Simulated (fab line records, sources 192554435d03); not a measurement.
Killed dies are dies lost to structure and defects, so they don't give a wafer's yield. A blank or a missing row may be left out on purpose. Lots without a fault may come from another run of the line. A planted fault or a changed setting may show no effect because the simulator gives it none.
Chamber matching | flow n5_finfet | N5_BEOL_M10_VIA_ETCH_34 on rie_diel-05: 4 sister chambers
The step etches SiCOH lowk in C4F6/O2, target depth 184.5 nm, time 69.2 s. 4 wafers are shown with their chamber, then 7 later ones without.

WAFERS WITH THEIR CHAMBER
wafer  | chamber | rf_vpp_V (V)
L083.4 | 2       | 673
L087.3 | 1       | 718
L092.2 | 3       | 693
L092.4 | 0       | 648

WAFERS WITHOUT THEIR CHAMBER
wafer  | rf_vpp_V (V)
L092.5 | 693
L094.2 | 717
L094.4 | 717
L094.5 | 692
L095.2 | 672
L095.5 | 672
L095.6 | 693

WHICH CHAMBER EACH WENT THROUGH
wafer  | from the rows above | in truth
L092.5 | 3                   | 3
L094.2 | 1                   | 1
L094.4 | 1                   | 1
L094.5 | 3                   | 3
L095.2 | 2                   | 2
L095.5 | 2                   | 2
L095.6 | 3                   | 3
Placed correctly: 7 of 7. Can't be placed from these rows: 0. Placed wrongly: 0.
How it was worked out, from the rows above alone: a wafer's distance from a chamber is the root of the sum, over the readings, of the square of ((its reading less the chamber's mean) divided by the reading's scatter). The wafer belongs to the nearest chamber; if the next one is less than 2 further off, it can't be placed. A chamber's mean is the mean of its shown wafers. The scatter: with one shown wafer a chamber, the root of the mean of the squares of how far each hidden wafer lies from its nearest shown one.
